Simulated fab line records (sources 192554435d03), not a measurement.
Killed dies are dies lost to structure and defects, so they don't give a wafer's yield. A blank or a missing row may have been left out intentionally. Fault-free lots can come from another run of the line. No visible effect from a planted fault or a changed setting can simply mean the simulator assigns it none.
The tool behind it: which one?	flow n5-finfet	30 wafers from 10 lots sampled at 2 of the route's 1938 steps

WHAT EACH GAUGE READ, for each wafer
N5_BEOL_M7_CD_MEAS_28: target cd 40 nm. Usual: 39.97 nm for cd-nm, sd 0.26.
lot	measured	on	cd-nm (nm)	flag
L785	day 9 18:42	cd-sem-01	39.87 40.12 39.48	
L788	day 10 13:40	cd-sem-02	39.98 39.90 40.13	
L792	day 11 15:40	cd-sem-01	40.10 40.04 39.85	
L789	day 11 19:28	cd-sem-02	39.95 40.18 40.01	
L797	day 13 04:40	cd-sem-02	40.34 40.06 39.43	
L802	day 13 20:11	cd-sem-02	39.96 40.02 39.99	
L801	day 13 23:04	cd-sem-02	39.72 39.44 39.84	
L804	day 14 18:33	cd-sem-01	40.08 40.33 40.18	
L805	day 15 03:41	cd-sem-02	39.74 40.55 40.15	
L807	day 15 06:07	cd-sem-03	39.93 40.18 40.03	

N5_BEOL_M7_OVL_MEAS_29. Usual: V6_OVL gives -0.6 nm (standard deviation 0.64).
lot	measured	on	V6_OVL (nm)	flag
L785	day 9 18:44	overlay-02	-0.8 -1.0 -0.6	
L788	day 10 13:42	overlay-01	-0.5 0.1 -0.5	
L792	day 11 15:43	overlay-01	-0.6 -1.2 -0.7	
L789	day 11 19:30	overlay-01	0.5 -0.4 -0.5	
L797	day 13 04:42	overlay-01	-1.1 -0.8 -1.0	
L802	day 13 20:14	overlay-01	0.1 -0.1 -0.7	
L801	day 13 23:06	overlay-01	-0.8 -0.3 -1.4	
L804	day 14 18:35	overlay-01	-0.8 -1.3 -0.5	
L805	day 15 03:43	overlay-02	0.4 0.7 -1.2	
L807	day 15 06:10	overlay-02	-1.3 -1.1 -1.4	

EACH LOT AND THE TOOL THAT RAN IT (in order: tool; ch and the chambers of the sampled wafers; start)
No process step before these readings appears in the record.

WHAT THE TOOLS THEMSELVES READ (means of the sampled wafers that have a number; where no wafer has one, the mark that the record gives instead)
The record holds no such reading with a usual standard deviation.

THE ANSWER, worked out from the rows above alone
Rule: lot off if the mean of its wafers having a number is beyond 3 standard deviations from the usual mean. Also off: a lot with no number at a reading for which 4 or more lots have one. Any other lot the step has rows for is counted as sound. Order of review: gauges by route order, followed by the tools' own readings, for which a lot's mean as printed above is used. The first step at which some lot is off is used, and at that step the reading that is off furthest; a lot without a number counts as furthest.
None of the lots is off at any reading shown; this tells nothing.

WHAT THE SIMULATOR HAD INSERTED
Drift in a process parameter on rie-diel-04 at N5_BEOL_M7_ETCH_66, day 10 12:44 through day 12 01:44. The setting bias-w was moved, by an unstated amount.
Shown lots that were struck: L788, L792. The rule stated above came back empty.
